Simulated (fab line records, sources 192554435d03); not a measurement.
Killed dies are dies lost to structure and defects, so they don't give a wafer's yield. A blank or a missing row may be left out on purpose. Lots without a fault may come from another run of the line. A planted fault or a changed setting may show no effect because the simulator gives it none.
fab line records | flow n5_finfet
record lots=10 wafers=30 last_day=16
route steps=1938 shown PMOS_HMC_CHANNEL_EPI@71 MIM_BOT_ETCH@1869 TV_OPEN@1890 PASSIVATION@1926
lots that met no fault: from a run of the same line without faults
start_h: hours from the record's first day to the start of the lot's first wafer shown | wait_h: hours since the lot's step before | " the same as in the row above | L1.1+2: a row that stands for several wafers | - no value, or no start given | * or withheld: withheld | < > ~ a bound
route shown NAME@n: a module of which the file shows steps, and the number in the route of the first | usual: mean/standard deviation of fault-free wafers | same: alike in all rows | chamber/n: place in a boat | sites: the reading at each site | _std_site: their standard deviation | _edge_site: outer sites' mean less inner sites' | radius_mm: how far each site lies from the wafer's centre | mask NAME#n: copy n | behind: the tool/chamber that last shaped the wafer | hold: why the lot was held/for how many hours/how that ended | device: the transistor (n, p or np) that didn't switch | end of line: the same wafers' tests at the end of the route | a step without rows: its recipe alone | killed: dies lost to structure and defects at the first sort, not the wafer's yield | map: a wafer's dies, x killed, . not, _ none there
set.NAME: the setting as run; set.NAME@STEP: as run at that earlier step | model.NAME: the simulator's own value behind a step, which no gauge read
steps of the route over a sample of lots; a table a step, a row a wafer
services: from which hour (start_h, from the record's first day; less than 0 if before it) a tool's chamber was out of use, for how many hours, and why
## steps
# step N5_PMOS_HMC_CHANNEL_EPI_STRIP_33
# recipe chemistry=N2/H2 power_w=500 temp_c=40 pressure_mtorr=50 rf_frequency_hz=6e+07 overash_fraction=0.3 bias_power_w=8 h2_frac=0.5 n2_flow_sccm=300 h2_flow_sccm=300
# usual drypump_motor_current_A=6.0/0.43 oes_product_au=0.79/0.071 rf_vpp_V=54.3/1.6 showerhead_plenum_p_Torr=3.40/0.087 throttle_valve_pct=18.98/0.22
# columns lot.wafer tool chamber start_h wait_h drypump_motor_current_A oes_product_au rf_hours_counter_h rf_vpp_V showerhead_plenum_p_Torr throttle_valve_pct
L436.2 rie_diel-03 2 18.06 0.0 5.5 0.76 147 55.8 3.36 18.83
L436.3 " 1 " " 6.0 0.68 236 51.8 3.31 19.57
L436.5 " 0 " " 6.3 0.77 - 54.7 3.35 18.74
L437.3 rie_diel-04 0 23.65 0.0 5.4 0.94 12 54.5 3.58 18.62
L437.5 " 3 " " 6.4 0.75 - 58.5 3.37 18.90
L437.6 " 0 " " 5.4 0.93 - 55.6 3.58 18.62
L440.1 rie_diel-04 2 41.83 0.0 6.5 0.76 164 54.4 3.36 19.08
L440.3 " 3 " " 6.5 0.74 136 52.9 3.37 18.90
L440.5 " 2 " " 6.5 0.77 - 54.2 3.36 19.10
L442.1 rie_diel-05 3 53.35 0.0 5.8 0.94 14 52.7 3.58 18.87
L442.3 " 1 " " 5.8 0.76 130 54.5 3.51 18.81
L442.4 " 0 " " 5.3 0.84 50 57.1 3.41 19.58
L443.1 rie_diel-04 2 59.44 0.0 6.6 0.76 169 56.6 3.36 19.10
L443.2 " 0 " " 5.4 0.89 25 52.5 3.57 18.65
L443.5 " 3 " " 6.5 0.73 - 55.0 3.37 18.93
L444.1 rie_diel-03 2 65.65 0.0 5.5 0.76 163 56.1 3.35 18.85
L444.3 " 3 " " 5.6 0.73 167 54.7 3.35 18.84
L444.4 " 0 " " 6.4 0.76 - 54.4 3.34 18.80
L446.1 rie_diel-04 2 77.61 0.0 6.5 0.76 174 57.2 3.36 19.10
L446.3 " 0 " " 5.5 0.89 30 55.9 3.57 18.65
L446.4 " 1 " " 6.2 0.79 112 55.8 3.38 19.17
L448.1 rie_diel-04 3 89.68 0.0 6.4 0.74 150 55.5 3.36 18.92
L448.2 " 1 " " 6.2 0.78 116 54.1 3.38 19.18
L448.6 " 3 " " 6.5 0.73 - 54.2 3.36 18.93
L452.1 rie_diel-04 2 114.09 0.0 6.5 0.74 185 55.6 3.35 19.14
L452.2 " 3 " " 6.4 0.72 156 54.5 3.36 18.94
L452.4 " 0 " " 5.4 0.88 42 55.8 3.56 18.68
L453.1 rie_diel-04 2 119.21 0.0 6.5 0.74 186 55.5 3.35 19.12
L453.2 " 3 " " 6.5 0.72 157 53.8 3.36 18.93
L453.4 " 0 " " 5.4 0.89 43 55.4 3.56 18.69
# step N5_MIM_BOT_ETCH_STRIP_01
# recipe chemistry=O2 power_w=600 temp_c=60 pressure_mtorr=30 rf_frequency_hz=6e+07 bias_power_w=0 overash_fraction=0.5 o2_flow_sccm=225
# usual drypump_motor_current_A=5.7/0.34 oes_product_au=0.81/0.083 rf_vpp_V=3.8/1.3 showerhead_plenum_p_Torr=2.09/0.072 throttle_valve_pct=16.56/0.13
# columns lot.wafer tool chamber start_h wait_h drypump_motor_current_A oes_product_au rf_hours_counter_h rf_vpp_V showerhead_plenum_p_Torr throttle_valve_pct
L436.2 rie_diel-02 0 255.59 0.3 5.9 0.69 195 3.9 2.18 16.52
L436.3 " 1 " " 5.8 0.85 47 4.2 2.05 16.41
L436.5 " 0 " " 5.9 0.73 - 4.1 2.18 16.57
L437.3 rie_diel-02 0 272.99 0.2 5.9 0.69 200 5.1 2.17 16.57
L437.5 " 2 " " 5.6 0.85 - 4.6 2.03 16.39
L437.6 " 3 " " 5.2 0.69 - 1.5 2.16 16.63
L442.1 rie_diel-01 1 290.76 0.1 5.5 0.95 9 2.3 2.07 16.77
L442.3 " 2 " " 5.8 0.81 94 2.2 2.04 16.35
L442.4 " 3 " " 6.4 0.89 52 3.0 2.04 16.50
L440.1 rie_diel-01 0 308.28 0.1 5.2 0.88 43 4.1 2.04 16.53
L440.3 " 1 " " 5.5 0.91 - 3.0 2.07 16.77
L440.5 " 1 " " 5.5 0.91 - 3.7 2.07 16.84
L443.1 rie_diel-06 0 318.89 0.2 5.3 0.76 101 2.1 2.21 16.63
L443.2 " 1 " " 5.6 0.71 220 3.2 2.07 16.69
L443.5 " 1 " " 5.6 0.70 - 3.5 2.07 16.67
L444.1 rie_diel-02 1 323.92 0.1 5.9 0.82 70 2.2 2.04 16.52
L444.3 " 0 " " 5.9 0.68 218 5.2 2.17 16.59
L444.4 " 3 " " 5.2 0.69 238 3.2 2.15 16.66
L446.1 rie_diel-06 3 344.37 0.1 6.2 0.92 26 6.1 2.23 16.36
L446.3 " 1 " " 5.6 0.71 228 4.8 2.07 16.70
L446.4 " 2 " " 5.7 0.81 75 4.7 2.02 16.49
L448.1 rie_diel-01 3 356.12 0.1 6.4 0.83 73 4.5 2.04 16.51
L448.2 " 2 " " 5.8 0.79 117 3.4 2.03 16.39
L448.6 " 3 " " 6.4 0.86 - 3.3 2.04 16.49
L452.1 rie_diel-02 3 361.35 0.1 5.2 0.69 250 3.5 2.15 16.73
L452.2 " 1 " " 5.8 0.81 84 4.1 2.03 16.51
L452.4 " 2 " " 5.7 0.79 103 3.4 2.02 16.44
L453.1 rie_diel-06 3 377.20 0.1 6.2 0.89 38 3.7 2.23 16.45
L453.2 " 0 " " 5.3 0.76 121 6.3 2.20 16.69
L453.4 " 1 " " 5.6 0.66 239 1.5 2.06 16.68
# step N5_PASSIVATION_ETCH_15
# recipe chemistry=CF4/N2 target=SiCN target_depth_a=750 taper_deg=2 time_s=81.2 ion_energy_ev=150 mask_material=SiNx pressure_mtorr=40 source_w=430 bias_w=70 Ar_flow_sccm=100 cf4_flow_sccm=60 n2_flow_sccm=60
# usual drypump_motor_current_A=5.9/0.41 oes_product_au=0.76/0.087 rf_vpp_V=382.5/1.6 showerhead_plenum_p_Torr=2.22/0.057 throttle_valve_pct=15.49/0.18
# same time_s=81.2
# columns lot.wafer tool chamber start_h wait_h drypump_motor_current_A oes_product_au rf_hours_counter_h rf_vpp_V showerhead_plenum_p_Torr throttle_valve_pct
L436.2 rie_diel-03 3 - - 5.6 0.69 232 382.6 2.18 15.63
L436.3 " 1 " " 6.0 0.86 57 380.7 2.15 15.27
L436.5 " 0 " " 6.4 0.73 - 380.9 2.17 15.56
L437.3 rie_diel-04 1 - - 6.2 0.73 174 382.3 2.20 15.66
L437.5 " 2 " " 6.5 0.71 - 380.8 2.18 15.48
L437.6 " 3 " " 6.5 0.69 - 381.0 2.19 15.46
L442.1 rie_diel-05 3 - - 5.7 0.81 85 385.6 2.32 15.47
L442.3 " 1 " " 5.8 0.71 200 384.7 2.28 15.58
L442.4 " 2 " " 5.7 0.70 232 383.5 2.26 15.75
L440.1 rie_diel-03 0 - - 6.4 0.71 240 381.6 2.17 15.58
L440.3 " 1 " " 6.0 0.84 70 381.5 2.14 15.29
L440.5 " 0 " " 6.4 0.70 - 380.7 2.17 15.58
L443.1 rie_diel-04 0 - - 5.4 0.81 101 385.9 2.31 15.29
L443.2 " 2 " " 6.5 0.69 243 380.5 2.18 15.49
L443.5 " 2 " " 6.5 0.69 - 382.3 2.18 15.50
L444.1 rie_diel-05 2 - - 5.7 0.70 241 384.5 2.26 15.77
L444.3 " 3 " " 5.7 0.80 95 384.5 2.31 15.50
L444.4 " 0 " " 5.2 0.76 130 382.8 2.21 15.69
L446.1 rie_diel-05 2 - - 5.7 0.69 248 384.0 2.26 15.79
L446.3 " 1 " " 5.8 0.69 216 383.5 2.27 15.62
L446.4 " 0 " " 5.2 0.74 138 381.1 2.21 15.69
L448.1 rie_diel-04 3 - - 6.5 0.67 222 382.8 2.18 15.51
L448.2 " 1 " " 6.1 0.71 200 381.5 2.19 15.73
L448.6 " 0 " " 5.5 0.79 - 384.3 2.31 15.31
L452.1 rie_diel-05 1 - - 5.8 0.69 223 383.2 2.27 15.62
L452.2 " 0 " " 5.2 0.74 145 382.1 2.21 15.72
L452.4 " 3 " " 5.7 0.79 - 384.2 2.31 15.51
L453.1 rie_diel-04 0 - - 5.4 0.78 123 383.2 2.30 15.33
L453.2 " 3 " " 6.5 0.66 230 382.5 2.18 15.53
L453.4 " 1 " " 6.2 0.70 208 381.5 2.18 15.76
# step N5_PASSIVATION_OVL_MEAS_66
# recipe points_per_wafer=44
# usual PASS_OPEN_OVL=0/4.6
# columns lot.wafer tool chamber start_h wait_h PASS_OPEN_OVL[nm]
L436.2 overlay-01 0 261.42 0.0 -6
L436.3 " 0 " " -10
L436.5 " 0 " " -5
L437.3 overlay-01 0 282.39 0.0 -1
L437.5 " 0 " " 3
L437.6 " 0 " " -8
L442.1 overlay-02 0 296.69 0.0 -7
L442.3 " 0 " " 3
L442.4 " 0 " " 1
L440.1 overlay-01 0 312.82 0.0 -4
L440.3 " 0 " " -7
L440.5 " 0 " " 3
L443.1 overlay-02 0 324.12 0.0 7
L443.2 " 0 " " -3
L443.5 " 0 " " 4
L444.1 overlay-02 0 329.26 0.0 -3
L444.3 " 0 " " -4
L444.4 " 0 " " -1
L446.1 overlay-02 0 351.77 0.0 3
L446.3 " 0 " " 0
L446.4 " 0 " " 1
L448.1 overlay-01 0 361.66 0.0 -2
L448.2 " 0 " " -9
L448.6 " 0 " " -5
L452.1 overlay-02 0 366.49 0.0 9
L452.2 " 0 " " -4
L452.4 " 0 " " -6
L453.1 overlay-02 0 386.77 0.0 -4
L453.2 " 0 " " 7
L453.4 " 0 " " -8
# step N5_PASSIVATION_PROBE_49
# usual defect_limited_yield=90.9/1.3 killed_at_M0_to_M3=35/10 killed_at_M4_up=15/5.7 killed_at_contacts=14/6.4 killed_at_front_end=40/11 killed_at_other=4/3.1 killed_dies=108/16 killed_open=71/11 killed_short=34/7.7 sort_bin_5_function=5.4/0.9 sort_bin_6_memory=3.4/0.61 sort_n_pass=1072/16 sort_yield_pct=90.9/1.3
# same gross_dies=1180 killed_at_back_side=0 sort_bin_4_leakage[%]=0 sort_bin_8_speed[%]=0
# columns lot.wafer tool chamber start_h wait_h defect_limited_yield[%] killed_at_M0_to_M3 killed_at_M4_up killed_at_contacts killed_at_front_end killed_at_other killed_dies killed_open killed_short sort_bin_5_function[%] sort_bin_6_memory[%] sort_n_pass sort_yield_pct[%]
L452.1 prober-01 - 369.59 0.0 84.0 38 16 9 121 5 189 62 33 10.3 3.7 991 84.0
L452.2 prober-01 - 369.64 0.1 84.2 30 14 16 123 3 186 59 35 10.7 3.9 994 84.2
L452.4 prober-01 - 369.74 0.2 84.1 46 12 6 119 5 188 71 22 10.5 4.6 992 84.1
L453.1 prober-01 - 389.91 0.0 83.7 28 20 18 123 3 192 61 34 10.7 4.2 988 83.7
L453.2 prober-01 - 389.96 0.1 85.5 34 11 15 110 1 171 48 34 10.0 3.5 1009 85.5
L453.4 prober-01 - 390.06 0.2 83.3 23 16 18 137 3 197 64 27 10.3 4.7 983 83.3
# killed by level:class
L452.1 PMOS_HMC_CHANNEL_EPI:unspecified=92 MOL_CONTACT_COAG:geometric_particle:open=9 BEOL_M0_SAQP:geometric_particle:open=8 FIN_SAQP:geometric_particle:open=7 GATE_CUT:geometric_particle:short=7 BEOL_M2:geometric_particle:open=7 BEOL_M1:geometric_particle:open=5 BEOL_M0_SAQP:geometric_particle:short=5
L452.2 PMOS_HMC_CHANNEL_EPI:unspecified=92 MOL_CONTACT_COAG:geometric_particle:open=14 FIN_SAQP:geometric_particle:short=7 FIN_SAQP:geometric_particle:open=6 BEOL_M0_SAQP:geometric_particle:open=6 BEOL_M0_SAQP:geometric_particle:short=6 BEOL_M4:geometric_particle:open=6 BEOL_M0:geometric_particle:open=5
L452.4 PMOS_HMC_CHANNEL_EPI:unspecified=92 BEOL_M2:geometric_particle:open=16 BEOL_M1:geometric_particle:open=9 BEOL_M0_SAQP:geometric_particle:short=7 FIN_SAQP:geometric_particle:open=6 STI_FIN_REVEAL:geometric_particle:open=5 DUMMY_GATE:geometric_particle:open=5 BEOL_M0_SAQP:geometric_particle:open=5
L453.1 PMOS_HMC_CHANNEL_EPI:unspecified=93 MOL_CONTACT_COAG:geometric_particle:open=16 BEOL_M2:geometric_particle:open=11 BEOL_M4:geometric_particle:open=10 BEOL_M0_SAQP:geometric_particle:short=8 BEOL_M0_SAQP:geometric_particle:open=6 FIN_SAQP:geometric_particle:short=5 GATE_CUT:geometric_particle:short=5
L453.2 PMOS_HMC_CHANNEL_EPI:unspecified=87 FIN_SAQP:geometric_particle:short=12 BEOL_M0_SAQP:geometric_particle:short=12 MOL_CONTACT_COAG:geometric_particle:open=11 BEOL_M0_SAQP:geometric_particle:open=8 FIN_SAQP:geometric_particle:open=5 BEOL_M2:geometric_particle:open=5 MOL_CONTACT_COAG:geometric_particle:short=4
L453.4 PMOS_HMC_CHANNEL_EPI:unspecified=101 MOL_CONTACT_COAG:geometric_particle:open=12 BEOL_M2:geometric_particle:open=10 FIN_SAQP:geometric_particle:open=7 GATE_CUT:geometric_particle:open=6 GATE_CUT:geometric_particle:short=5 MOL_CONTACT_COAG:geometric_particle:short=5 BEOL_M1:geometric_particle:open=4
## services
# columns tool chamber start_h hours kind
rie_diel-04 - -0.26 14.5 repair
rie_diel-01 1 0.01 3.2 repair
rie_diel-01 1 8.24 6.1 repair
rie_diel-03 2 79.31 3.5 repair
rie_diel-03 - 87.04 0.8 repair
rie_diel-04 3 95.97 9.2 repair
rie_diel-03 2 97.05 64.8 repair
rie_diel-06 2 112.37 4.9 repair
rie_diel-01 0 119.86 2.2 repair
rie_diel-05 - 140.08 0.4 repair
rie_diel-06 1 164.44 9.9 repair
rie_diel-01 3 177.60 5.2 repair
rie_diel-06 1 183.55 8.8 repair
rie_diel-02 0 212.15 22.1 repair
rie_diel-06 3 215.95 2.9 repair
rie_diel-03 1 235.73 2.8 repair
rie_diel-03 - 252.66 2.8 pm
rie_diel-04 3 264.39 11.2 repair
rie_diel-02 2 281.00 6.7 repair
rie_diel-04 0 290.08 9.8 repair
rie_diel-03 3 308.45 5.8 repair
rie_diel-05 2 328.85 3.0 repair
rie_diel-05 1 340.18 4.2 repair
rie_diel-03 0 355.67 52.1 repair
## key
first_sign step=N5_PASSIVATION_PROBE_49 reading=killed_at_front_end direction=up sigmas=7.2 usual=40 struck=122
effect step=N5_PASSIVATION_PROBE_49 reading=defect_limited_yield direction=down sigmas=5.1 usual=90.9 struck=84.1
more_kills_born_at N5_PMOS_HMC_CHANNEL_EPI_STRIP_33@rie_diel-04=557
met_at N5_PMOS_HMC_CHANNEL_EPI_STRIP_33
struck_lots L452,L453
not_acting_at N5_MIM_BOT_ETCH_STRIP_01,N5_PASSIVATION_ETCH_15,N5_PASSIVATION_OVL_MEAS_66
onset_between 89.68 114.09
also_fits time
fault kind=chamber_particle_source tool=rie_diel-04 chamber=- onset_h=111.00 steps=N5_PMOS_HMC_CHANNEL_EPI_STRIP_33 rate_per_visit_cm2=0.37874 end_h=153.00
